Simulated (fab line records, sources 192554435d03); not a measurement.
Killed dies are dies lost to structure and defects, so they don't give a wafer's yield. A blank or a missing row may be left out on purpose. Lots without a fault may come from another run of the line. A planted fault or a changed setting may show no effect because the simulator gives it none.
Chamber matching | flow n5_finfet | N5_BEOL_M4_ETCH_74 on rie_diel-06: 4 sister chambers
The step etches underlayer in N2/H2, target depth 6.5 nm, time 5.2 s. 4 wafers are shown with their chamber, then 11 later ones without.

WAFERS WITH THEIR CHAMBER
wafer  | chamber | showerhead_plenum_p_Torr (Torr)
L082.5 | 0       | 2.70
L087.2 | 2       | 2.68
L087.6 | 3       | 2.59
L089.2 | 1       | 2.46

WAFERS WITHOUT THEIR CHAMBER
wafer  | showerhead_plenum_p_Torr (Torr)
L089.4 | 2.69
L089.5 | 2.69
L090.2 | 2.68
L090.3 | 2.46
L090.4 | 2.69
L096.3 | 2.58
L096.5 | 2.46
L096.6 | 2.69
L097.1 | 2.67
L097.5 | 2.67
L097.6 | 2.58

WHICH CHAMBER EACH WENT THROUGH
wafer  | from the rows above     | in truth
L089.4 | can't be placed: 2 or 0 | 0
L089.5 | can't be placed: 2 or 0 | 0
L090.2 | 2                       | 2
L090.3 | 1                       | 1
L090.4 | can't be placed: 2 or 0 | 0
L096.3 | 3                       | 3
L096.5 | 1                       | 1
L096.6 | can't be placed: 2 or 0 | 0
L097.1 | 2                       | 2
L097.5 | 2                       | 2
L097.6 | 3                       | 3
Placed correctly: 7 of 11. Can't be placed from these rows: 4 (the true chamber is among the candidates in 4). Placed wrongly: 0.
How it was worked out, from the rows above alone: a wafer's distance from a chamber is the root of the sum, over the readings, of the square of ((its reading less the chamber's mean) divided by the reading's scatter). The wafer belongs to the nearest chamber; if the next one is less than 2 further off, it can't be placed. A chamber's mean is the mean of its shown wafers. The scatter: with one shown wafer a chamber, the root of the mean of the squares of how far each hidden wafer lies from its nearest shown one.
